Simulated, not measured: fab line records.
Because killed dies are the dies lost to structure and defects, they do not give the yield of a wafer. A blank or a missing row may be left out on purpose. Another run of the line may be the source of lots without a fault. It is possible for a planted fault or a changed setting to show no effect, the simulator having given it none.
Problem report, 8D (eight disciplines) form, completed by code || flow nand_harc || the parts of the form that need people (team, actions taken, sign-off) are left out

1. WHAT IS WRONG
cd_nm at NHARC_A_BLC_CD_MEAS_10 reads a mean of 95.8 nm on 3 wafers of 2 lots; wafers without a fault read 100.0 nm with a standard deviation of 0.41. Measured from the usual mean, that is -10 standard deviations.
The step: target cd 100 nm.
Seen first at day 27 04:22 on cd_sem-02, wafer L171.2. The record holds 36 wafers of 12 lots with a number at this step. By rule, "out" or "out of limits" means more than 4 standard deviations away from the usual mean. All remaining wafers that have a number are taken as sound.

2. WHAT IT IS; WHAT IT IS NOT
{"question": "which readings at this step", "is": "cd_nm", "is not": "-"}
{"question": "which lots", "is": "L171, L172", "is not": "L161, L162, L165, L175, L177, L178, L179, L180, L182, L183"}
{"question": "which wafers of those lots", "is": "L171.2, L171.3, L172.2", "is not": "L171.5, L172.4, L172.5"}
{"question": "read on which gauges", "is": "cd_sem-02", "is not": "cd_sem-01, cd_sem-03"}
{"question": "when", "is": "from day 27 04:22", "is not": "up to then (10 sound wafers); but 23 sound wafers of L172, L175, L177, L178, L179, L180, L182, L183 came after"}

3. WHAT RULES OUT EACH SUSPECT
Counting: if a tool at a process step up to the reading ran every lot that is out, it stays a suspect. Sound lots after the first of them don't rule it out here, since some wafers of a struck lot are sound.
- the gauge at NHARC_A_BLC_CD_MEAS_10: kept. All the wafers that are out were read on cd_sem-02, and no step on other tools shows them out.
- litho_track-01 at NHARC_A_BLC_DEVELOP_09 (develop time 35 s): kept. It ran every lot that is out, first L171 (day 27 04:00).
What counting leaves: litho_track-01 at NHARC_A_BLC_DEVELOP_09 and cd_sem-02 at NHARC_A_BLC_CD_MEAS_10.

4. THE CAUSE (what the simulator had put in)
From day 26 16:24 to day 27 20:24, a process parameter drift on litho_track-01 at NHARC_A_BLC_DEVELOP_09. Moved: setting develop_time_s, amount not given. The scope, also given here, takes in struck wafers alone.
Counting left 2 suspects, and this tool is among them.

5. SEQUENCE OF EFFECTS, ordered by route
Each row: a reading whose mean over the struck wafers that have a number lies more than 3 standard deviations from the usual. Scope: only readings with a usual standard deviation given in the record; hours: median across lots of the time from each lot's start at the first step in this table that gives one to its start at this step; sigmas: change in usual standard deviations.
{"hours": 0, "step": "NHARC_A_BLC_CD_MEAS_10", "reading": "cd_nm", "usual": "100.0 nm", "on struck wafers": 95.8, "change": -4.2, "sigmas": -10}
At these later measuring or inspecting steps, every struck wafer for which the step has a row has a number for every such reading, and none has moved that far: NHARC_A_BLC_OVL_MEAS_11.

6. WHAT WOULD HAVE CAUGHT IT SOONER
Counted from the fault's start at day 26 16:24, it took 12 hours until the first out-of-limits reading at a measuring or inspecting step in this record, taken at day 27 04:22.
Lots out: 2; of these, L172 started NHARC_A_BLC_DEVELOP_09 on litho_track-01 after day 27 04:22. It would have been spared by a hold on the tool at that moment.
